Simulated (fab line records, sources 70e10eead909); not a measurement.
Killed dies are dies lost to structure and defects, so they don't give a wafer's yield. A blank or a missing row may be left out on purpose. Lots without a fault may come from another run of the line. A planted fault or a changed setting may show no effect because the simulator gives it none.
fab line records | flow nand_harc
record lots=11 wafers=33 last_day=34
route steps=1302 shown P_STI@88 P_GATE@131 END@1302
lots that met no fault: from a run of the same line without faults
start_h: hours from the record's first day to the start of the lot's first wafer shown | wait_h: hours since the lot's step before | " the same as in the row above | L1.1+2: a row that stands for several wafers | - no value, or no start given | * or withheld: withheld | < > ~ a bound
route shown NAME@n: a module of which the file shows steps, and the number in the route of the first | usual: mean/standard deviation of fault-free wafers | same: alike in all rows | chamber/n: place in a boat | sites: the reading at each site | _std_site: their standard deviation | _edge_site: outer sites' mean less inner sites' | radius_mm: how far each site lies from the wafer's centre | mask NAME#n: copy n | behind: the tool/chamber that last shaped the wafer | hold: why the lot was held/for how many hours/how that ended | device: the transistor (n, p or np) that didn't switch | end of line: the same wafers' tests at the end of the route | a step without rows: its recipe alone | killed: dies lost to structure and defects at the first sort, not the wafer's yield | map: a wafer's dies, x killed, . not, _ none there
set.NAME: the setting as run; set.NAME@STEP: as run at that earlier step | model.NAME: the simulator's own value behind a step, which no gauge read
steps of the route over a sample of lots; a table a step, a row a wafer
services: from which hour (start_h, from the record's first day; less than 0 if before it) a tool's chamber was out of use, for how many hours, and why
## steps
# step NHARC_P_STI_ETCH_42
# recipe target_depth_a=800 overetch_a=240 time_s=61 ion_energy_ev=200 n2_flow_sccm=150 h2_flow_sccm=150 ar_flow_sccm=0 rf_w=400 bias_w=150 chemistry=N2/H2
# usual drypump_motor_current_A=5.7/0.34 oes_product_au=0.999/0.01 rf_vpp_V=431.0/2.9 showerhead_plenum_p_Torr=2.06/0.1 throttle_valve_pct=14.170/0.0086
# columns lot.wafer tool chamber start_h wait_h drypump_motor_current_A oes_product_au rf_hours_counter_h rf_vpp_V showerhead_plenum_p_Torr throttle_valve_pct
L422.3 rie_diel-06 3 47.44 0.1 5.8 0.993 4.5 426.5 1.90 14.176
L422.4 " 1 " " 5.1 1.002 - 434.6 2.19 14.171
L422.5 " 3 " " 5.9 0.998 - 425.7 1.90 14.175
L424.1 rie_diel-06 3 63.77 0.1 5.8 1.000 5.3 425.5 1.90 14.160
L424.2 " 0 " " 5.8 0.981 5.0 431.9 2.09 14.171
L424.5 " 3 " " 5.8 0.993 - 425.8 1.90 14.181
L425.4 rie_diel-06 2 74.48 0.1 5.2 1.006 5.1 434.1 2.21 14.158
L425.2 " 1 " " 5.1 1.012 5.2 435.3 2.19 14.169
L425.6 " 3 " " 5.8 0.997 - 428.4 1.90 14.149
L427.2 rie_diel-06 0 94.16 0.1 5.8 0.984 6.5 431.8 2.09 14.164
L427.6 " 3 " " 5.9 1.006 - 425.4 1.90 14.169
L427.5 " 0 " " 5.8 0.980 - 432.0 2.09 14.173
L431.3 rie_diel-06 3 139.52 0.1 5.9 0.996 0.0 425.5 1.90 14.168
L431.1 " 0 " " 5.8 0.993 0.0 429.7 2.09 14.164
L431.4 " 0 " " 5.8 0.994 - 431.4 2.09 14.190
L433.3 rie_diel-10 0 154.13 0.1 5.5 1.005 5.2 431.1 1.98 14.167
L433.4 " 1 " " 5.6 1.002 6.1 431.5 2.09 14.170
L433.5 " 3 " " 6.2 1.017 - 432.8 2.11 14.174
L434.1 rie_diel-10 3 163.00 0.1 6.1 0.995 5.2 432.3 2.11 14.156
L434.6 " 2 " " 5.6 0.987 - 431.6 2.06 14.182
L434.5 " 3 " " 6.1 0.995 - 431.7 2.11 14.175
L439.3 rie_diel-06 3 213.18 0.1 5.8 1.006 4.0 425.8 1.90 14.169
L439.2 " 1 " " 5.1 1.012 3.2 434.8 2.19 14.177
L439.1 " 2 " " 5.2 1.006 3.4 435.1 2.21 14.170
L441.4 rie_diel-10 2 232.51 0.1 5.6 0.992 12.4 431.5 2.06 14.185
L441.2 " 3 " " 6.2 1.009 10.7 432.2 2.11 14.182
L441.5 " 0 " " 5.6 1.007 - 427.3 1.98 14.171
L444.3 rie_diel-03 3 262.49 0.1 5.4 0.983 10.6 428.7 1.96 14.175
L444.1 " 2 " " 6.0 0.994 10.6 431.9 2.10 14.166
L444.6 " 3 " " 5.4 0.987 - 426.4 1.96 14.173
L445.1 rie_diel-10 1 272.92 0.1 5.6 1.004 2.5 432.2 2.08 14.167
L445.2 " 2 " " 5.7 0.994 2.3 431.5 2.06 14.172
L445.5 " 2 " " 5.7 0.986 - 430.6 2.06 14.179
# step NHARC_P_GATE_HM_DEP_102
# recipe target_thk_a=1200 temp_c=400 material=aC
# usual throttle_valve_pct=34.999/0.0097
# columns lot.wafer tool chamber start_h wait_h throttle_valve_pct
L422.3 acl_dep-02 0 106.22 6.1 34.988
L422.4 " 0 " " 35.001
L422.5 " 0 " " 35.021
L424.1 acl_dep-02 0 110.83 1.4 35.000
L424.2 " 0 " " 34.994
L424.5 " 0 " " 35.004
L425.2 acl_dep-01 0 125.46 2.4 35.001
L425.4 " 0 " " 35.010
L425.6 " 0 " " 34.995
L427.2 acl_dep-02 0 150.85 0.5 35.004
L427.5 " 0 " " 35.017
L427.6 " 0 " " 34.997
L431.1 acl_dep-03 0 187.29 0.4 35.011
L431.3 " 0 " " 34.998
L431.4 " 0 " " 34.999
L433.3 acl_dep-03 0 203.70 2.4 34.979
L433.4 " 0 " " 34.995
L433.5 " 0 " " 34.999
L434.1 acl_dep-01 0 212.75 0.4 34.997
L434.5 " 0 " " 35.016
L434.6 " 0 " " 35.015
L439.1 acl_dep-03 0 262.86 3.4 34.986
L439.2 " 0 " " 34.992
L439.3 " 0 " " 35.012
L441.2 acl_dep-03 0 281.42 0.5 34.999
L441.4 " 0 " " 35.000
L441.5 " 0 " " 34.980
L444.1 acl_dep-01 0 313.80 4.6 34.986
L444.3 " 0 " " 35.005
L444.6 " 0 " " 35.003
L445.1 acl_dep-03 0 321.37 1.4 34.992
L445.2 " 0 " " 34.988
L445.5 " 0 " " 34.996
# step NHARC_P_GATE_INSPECT_28
# usual raw_defect_count=7/3.1
# columns lot.wafer tool chamber start_h wait_h raw_defect_count
L422.3 defect_inspect-01 - 107.44 0.0 5
L422.4 " - " " 6
L422.5 " - " " 3
L424.1 defect_inspect-02 - 112.32 0.0 5
L424.2 " - " " 2
L424.5 " - " " 6
L425.2 defect_inspect-01 - 126.82 0.0 3
L425.4 " - " " 1
L425.6 " - " " 5
L427.2 defect_inspect-01 - 152.08 0.0 16
L427.5 " - " " 13
L427.6 " - " " 17
L431.1 defect_inspect-01 - 188.79 0.0 14
L431.3 " - " " 8
L431.4 " - " " 13
L433.3 defect_inspect-02 - 204.95 0.0 9
L433.4 " - " " 5
L433.5 " - " " 8
L434.1 defect_inspect-01 - 214.21 0.0 6
L434.5 " - " " 8
L434.6 " - " " 4
L439.1 defect_inspect-01 - 264.32 0.0 2
L439.2 " - " " 14
L439.3 " - " " 6
L441.2 defect_inspect-02 - 282.79 0.0 7
L441.4 " - " " 8
L441.5 " - " " 6
L444.1 defect_inspect-01 - 315.30 0.0 7
L444.3 " - " " 3
L444.6 " - " " 9
L445.1 defect_inspect-02 - 323.40 0.0 2
L445.2 " - " " 5
L445.5 " - " " 7
# step NHARC_P_GATE_STRIP_108
# recipe o2_flow_sccm=500 ar_flow_sccm=0 bias_w=0 chemistry=O2
# usual drypump_motor_current_A=5.8/0.56 o2_flow_sccm=500.1/1.5 oes_product_au=1.000/0.011 rf_vpp_V=57.9/0.87 showerhead_plenum_p_Torr=3.59/0.13 throttle_valve_pct=17.036/0.0088
# columns lot.wafer tool chamber start_h wait_h drypump_motor_current_A o2_flow_sccm oes_product_au rf_hours_counter_h rf_vpp_V showerhead_plenum_p_Torr throttle_valve_pct
L422.4 rie_diel-12 1 108.22 - 5.0 501.7 0.999 1 58.6 3.60 17.011
L422.3 " 2 " " 5.4 500.0 0.996 1 58.6 3.39 17.036
L422.5 " 3 " " 5.7 499.6 1.023 - 58.7 3.73 17.043
L424.2 rie_diel-12 0 113.09 - 6.4 498.4 1.003 1 57.2 3.73 17.033
L424.1 " 1 " " 5.0 500.2 1.005 1 57.9 3.60 17.037
L424.5 " 0 " " 6.4 498.3 1.001 - 59.4 3.73 17.036
L425.4 rie_diel-05 1 127.49 - 5.3 497.9 0.997 2 58.6 3.71 17.030
L425.2 " 2 " " 5.5 500.0 0.991 3 57.6 3.73 17.038
L425.6 " 1 " " 5.4 497.3 0.991 - 58.1 3.71 17.023
L427.2 rie_diel-07 3 152.76 - 6.7 502.4 0.989 0 57.4 3.47 17.044
L427.5 " 3 " " 6.6 499.1 0.994 - 57.9 3.47 17.047
L427.6 " 0 " " 6.3 498.7 1.006 - 57.7 3.44 17.035
L431.1 rie_diel-07 2 189.48 - 6.3 494.0 1.026 3 57.6 3.51 17.033
L431.3 " 3 " " 6.6 501.5 0.994 3 58.7 3.47 17.044
L431.4 " 1 " " 4.9 501.6 0.996 4 57.6 3.72 17.053
L433.4 rie_diel-12 2 205.73 - 5.4 500.2 1.000 5 56.1 3.38 17.028
L433.3 " 3 " " 5.7 500.7 1.006 6 60.1 3.73 17.025
L433.5 " 1 " " 5.0 501.5 0.991 - 58.9 3.60 17.035
L434.1 rie_diel-12 1 214.90 - 5.0 498.4 0.980 7 56.2 3.60 17.036
L434.5 " 0 " " 6.4 499.0 1.005 - 58.5 3.72 17.028
L434.6 " 1 " " 5.0 497.5 0.987 - 57.1 3.60 17.030
L439.2 rie_diel-12 1 265.01 - 5.0 500.0 0.979 8 58.5 3.60 17.026
L439.1 " 2 " " 5.4 498.3 1.012 7 57.0 3.38 17.021
L439.3 " 3 " " 5.7 498.2 0.998 8 57.5 3.73 17.035
L441.2 rie_diel-12 2 283.50 - 5.4 498.7 1.015 0 57.5 3.38 17.044
L441.4 " 3 " " 5.7 501.0 1.016 0 58.0 3.73 17.038
L441.5 " 1 " " 5.0 498.9 1.009 - 57.2 3.60 17.037
L444.3 rie_diel-12 3 316.01 - 5.7 499.0 1.003 2 58.0 3.72 17.035
L444.1 " 0 " " 6.4 499.7 0.993 2 57.7 3.72 17.035
L444.6 " 1 " " 5.0 499.5 0.994 - 57.6 3.59 17.025
L445.2 rie_diel-12 0 324.08 - 6.4 498.6 0.998 2 58.2 3.72 17.022
L445.1 " 1 " " 5.0 499.1 0.994 3 57.7 3.59 17.038
L445.5 " 0 " " 6.4 501.2 0.984 - 57.7 3.72 17.034
# step NHARC_P_GATE_STRIP_101
# recipe time_s=20 o2_flow_sccm=500 ar_flow_sccm=0 bias_w=0 chemistry=O2
# usual drypump_motor_current_A=5.8/0.51 o2_flow_sccm=500.2/1.5 oes_product_au=0.999/0.011 rf_vpp_V=57.9/0.84 showerhead_plenum_p_Torr=3.59/0.14 throttle_valve_pct=17.037/0.0096
# columns lot.wafer tool chamber start_h wait_h drypump_motor_current_A o2_flow_sccm oes_product_au rf_hours_counter_h rf_vpp_V showerhead_plenum_p_Torr throttle_valve_pct
L422.4 rie_diel-05 0 118.34 0.1 5.8 497.2 1.014 2.7 60.7 3.61 17.044
L422.3 " 1 " " 5.4 500.8 0.994 0.6 56.8 3.71 17.039
L422.5 " 3 " " 6.2 501.7 1.007 - 58.1 3.38 17.027
L424.2 rie_diel-12 0 123.33 0.1 6.4 500.5 1.005 2.3 57.4 3.73 17.024
L424.1 " 2 " " 5.4 500.2 1.007 1.3 57.9 3.39 17.026
L424.5 " 0 " " 6.4 500.2 1.004 - 57.8 3.73 17.045
L425.2 rie_diel-07 1 138.04 0.4 4.9 499.5 0.986 0.8 60.2 3.73 17.037
L425.6 " 0 " " 6.3 496.8 1.021 - 57.5 3.44 17.035
L425.4 " 1 " " 4.9 499.0 0.989 - 57.2 3.73 17.020
L427.2 rie_diel-05 2 162.93 0.1 5.5 502.0 0.996 4.6 58.4 3.73 17.049
L427.5 " 0 " " 5.8 499.8 1.007 - 58.4 3.61 17.028
L427.6 " 1 " " 5.3 499.2 0.992 - 58.6 3.71 17.028
L431.3 rie_diel-12 3 199.79 0.1 5.7 500.5 1.012 5.3 58.3 3.73 17.034
L431.1 " 0 " " 6.4 499.3 0.996 6.6 57.4 3.72 17.048
L431.4 " 2 " " 5.4 500.9 1.012 5.0 57.5 3.38 17.039
L433.3 rie_diel-05 2 215.96 0.1 5.5 498.3 0.984 9.5 56.7 3.73 17.032
L433.4 " 3 " " 6.2 499.1 1.012 9.1 57.6 3.38 17.042
L433.5 " 0 " " 5.8 501.0 1.025 - 58.9 3.61 17.050
L434.1 rie_diel-05 2 225.12 0.1 5.5 500.9 0.979 10.0 57.6 3.73 17.032
L434.5 " 1 " " 5.3 500.8 0.997 - 58.8 3.71 17.054
L434.6 " 2 " " 5.5 499.2 0.983 - 58.7 3.73 17.018
L439.2 rie_diel-05 1 275.25 0.1 5.3 500.3 0.995 1.9 57.7 3.71 17.043
L439.1 " 2 " " 5.5 501.7 0.997 1.6 58.1 3.73 17.041
L439.3 " 3 " " 6.2 498.4 0.990 1.5 57.1 3.38 17.035
L441.4 rie_diel-07 1 293.68 0.1 4.9 501.1 0.986 8.5 57.7 3.72 17.010
L441.2 " 3 " " 6.6 499.4 0.996 8.9 56.2 3.47 17.029
L441.5 " 1 " " 4.9 501.4 0.976 - 59.4 3.72 17.035
L444.3 rie_diel-07 1 326.38 0.1 4.9 498.3 0.989 0.5 57.3 3.72 17.029
L444.1 " 3 " " 6.6 502.1 0.979 0.5 58.1 3.47 17.045
L444.6 " 1 " " 4.9 499.1 0.977 - 57.0 3.72 17.028
L445.1 rie_diel-07 0 334.40 0.1 6.3 501.3 0.995 0.5 58.4 3.43 17.047
L445.2 " 2 " " 6.3 499.6 1.015 0.8 59.2 3.51 17.024
L445.5 " 0 " " 6.3 499.4 1.000 - 57.2 3.43 17.011
# step NHARC_END_SORT_01
# recipe temp_c=25
# usual killed_at_array=41/10 killed_at_other=0.8/0.91 killed_at_periphery=4.2/2.9 killed_dies=46/10 killed_open=3.5/2.1 killed_short=2.5/1.6
# same gross_dies=677
# columns lot.wafer tool chamber start_h wait_h killed_at_array killed_at_other killed_at_periphery killed_dies killed_open killed_short
L427.2 prober-02 0 604.47 2.8 44 0 12 56 0 1
L427.6 prober-02 0 607.66 4.0 53 4 10 67 3 4
L441.5 prober-01 0 742.78 3.7 55 1 3 59 3 3
# killed by level:class
L427.2 A_CHANNEL_HOLE_D2:chamber_film_flake=15 P_GATE:unspecified=12 A_CHANNEL_HOLE_D1:chamber_film_flake=11 A_SLIT:chamber_film_flake=10 A_CONTACT:chamber_film_flake=4 A_ONON_D2:geometric_particle:short=1 A_DECK1_JOINT:chamber_film_flake=1 A_STAIRCASE:chamber_film_flake=1
L427.6 A_CHANNEL_HOLE_D2:chamber_film_flake=14 A_SLIT:chamber_film_flake=14 A_CHANNEL_HOLE_D1:chamber_film_flake=12 P_GATE:unspecified=9 THIN_TSV:chamber_film_flake=4 A_CONTACT:chamber_film_flake=3 A_M0:geometric_particle:short=2 A_CHANNEL_FILL_D1:chamber_film_flake=2
L441.5 A_CHANNEL_HOLE_D2:chamber_film_flake=18 A_SLIT:chamber_film_flake=14 A_CHANNEL_HOLE_D1:chamber_film_flake=5 A_M1:chamber_film_flake=5 A_STAIRCASE:chamber_film_flake=4 A_CHANNEL_FILL_D2:chamber_film_flake=3 A_WL_FILL:chamber_film_flake=2 P_STI:geometric_particle:short=1
## services
# columns tool chamber start_h hours kind
rie_diel-05 1 29.95 3.2 repair
rie_diel-06 2 38.56 9.4 repair
rie_diel-05 - 52.60 9.0 pm
rie_diel-12 1 60.25 4.7 repair
rie_diel-06 2 82.41 3.5 repair
rie_diel-12 - 91.68 9.0 pm
rie_diel-05 1 95.66 18.7 repair
rie_diel-06 1 110.95 7.4 repair
rie_diel-07 0 115.27 13.6 repair
rie_diel-07 - 117.20 9.0 pm
rie_diel-05 1 129.49 2.8 repair
rie_diel-07 3 130.02 8.9 repair
rie_diel-06 - 130.20 9.0 pm
rie_diel-12 3 137.92 6.4 repair
rie_diel-06 2 170.13 5.6 repair
rie_diel-06 1 171.44 4.3 repair
rie_diel-12 3 180.21 3.2 repair
rie_diel-05 0 180.73 5.1 repair
rie_diel-07 - 184.74 0.2 repair
rie_diel-06 3 186.67 2.1 repair
rie_diel-07 1 195.37 10.8 repair
rie_diel-06 0 212.90 11.7 repair
rie_diel-12 3 248.83 7.0 repair
rie_diel-12 - 268.68 9.0 pm
## key
first_sign step=NHARC_P_GATE_INSPECT_28 reading=raw_defect_count direction=up sigmas=2.8 usual=7 struck=15
effect none on later readings
met_at NHARC_P_GATE_HM_DEP_102
struck_lots L427
struck_wafers L427.2,L427.5,L427.6
rows_end L427.5
tester_left_out L427
not_acting_at NHARC_P_STI_ETCH_42,NHARC_P_GATE_STRIP_108,NHARC_P_GATE_STRIP_101
onset_between 110.83 150.85
fault kind=chamber_particle_source tool=acl_dep-02 chamber=0 onset_h=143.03 steps=NHARC_P_GATE_HM_DEP_102 rate_per_visit_cm2=0.015106
# tester_left_out: of these lots the tester's yield and bins aren't shown, on N5 and GAA mostly nor the transistor test; their killed dies are dies lost to structure and defects alone, not to doping, threshold or leakage, so they don't give the yield
# rows_end: these wafers met a further fault down the route, and their rows from its step on are left out
